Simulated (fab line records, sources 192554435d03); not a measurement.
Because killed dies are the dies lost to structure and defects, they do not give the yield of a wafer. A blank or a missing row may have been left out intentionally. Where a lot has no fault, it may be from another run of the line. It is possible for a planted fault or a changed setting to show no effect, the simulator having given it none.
Lot-split experiment -- flow n5_finfet -- 21 wafers read from 7 lots, route of 1938 steps

ON THE SPLIT
At N5_BEOL_M5_VIA_ETCH_34 (etches SiCOH lowk in C4F6/O2, target depth 88.3 nm, time 39.2 s), the setting bias_w was moved away from the recipe's 185 W on 6 of the 21 wafers read, by -17.8% to -5.2%. This setting was run at the recipe's value on the other wafers.

Reading taken at the split's own step.

THE READING
rf_vpp_V, in V, at N5_BEOL_M5_VIA_ETCH_34 (etches SiCOH lowk in C4F6/O2, target depth 88.3 nm, time 39.2 s). A value of 664 V with a standard deviation of 11 V is what fault-free wafers of this fab line usually give.

wafer,"tool, chamber at the split","bias_w as run, W",against the recipe,"rf_vpp_V, V",against lot-mates on the recipe
L074.1,"rie_diel-01, 3",152,-17.8%,568,-97
L074.2,"rie_diel-01, 2",152,-17.8%,574,-91
L074.3,"rie_diel-01, 0",185,recipe,665,-
L083.2,"rie_diel-05, 3",162.5,-12.2%,619,-43
L083.3,"rie_diel-05, 0",185,recipe,662,-
L083.6,"rie_diel-05, 3",162.5,-12.2%,617,-45
L090.3,"rie_diel-05, 0",185,recipe,662,-
L090.4,"rie_diel-05, 3",185,recipe,685,-
L090.5,"rie_diel-05, 1",185,recipe,659,-
L092.1,"rie_diel-05, 0",185,recipe,661,-
L092.2,"rie_diel-05, 1",185,recipe,658,-
L092.3,"rie_diel-05, 2",185,recipe,690,-
L089.1,"rie_diel-01, 0",185,recipe,666,-
L089.2,"rie_diel-01, 3",185,recipe,660,-
L089.3,"rie_diel-01, 1",185,recipe,666,-
L093.3,"rie_diel-05, 3",185,recipe,683,-
L093.4,"rie_diel-05, 1",185,recipe,658,-
L093.5,"rie_diel-05, 2",185,recipe,688,-
L095.4,"rie_diel-05, 0",175.4,-5.2%,634,-55
L095.5,"rie_diel-05, 1",175.4,-5.2%,631,-58
L095.6,"rie_diel-05, 2",185,recipe,689,-

THE FIT
A straight line over all 21 wafers: rf_vpp_V changes by +5.24 V for each +1% of bias_w; r = +0.94; the points scatter about the line by 12 V.
The same after taking each lot's own level away (the mean of its wafers on the recipe; 21 wafers): +4.94 V for each +1%; r = +0.91; scatter 15 V.
That fit puts the effect of the largest move of bias_w on the reading at 88 V.
From 662.0 to 689.0 V: that is the span of the lots' own levels, equal to 2.5 times the standard deviation above.
The two slopes agree, so the slope changes little with the lot-to-lot level.
Check: -86.7 V against its lot-mates is what the line predicts for one of the wafers moved furthest among these (-17.8%) when that wafer is left out of the fit. Against them it came out at -97 V.
Tool readings at the split's step, against how far the setting was moved: rf_vpp_V r = +0.94.

OTHER SPLITS APPLIED TO THESE WAFERS
Other splits were also applied to these wafers ahead of the reading. Each is held against what the fit with the lots' levels taken away leaves over:
other split on the same wafers,wafers away from the commonest value,r with rf_vpp_V (lot level and that fit taken away)
N5_BEOL_M4_COAT_05 spin_rpm,3,-0.16
N5_BEOL_M4_ETCH_64 bias_w,10,+0.29

FILE'S OWN FIT
rf_vpp_V changes by +5.07 V for each +1% of bias_w, r = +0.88.
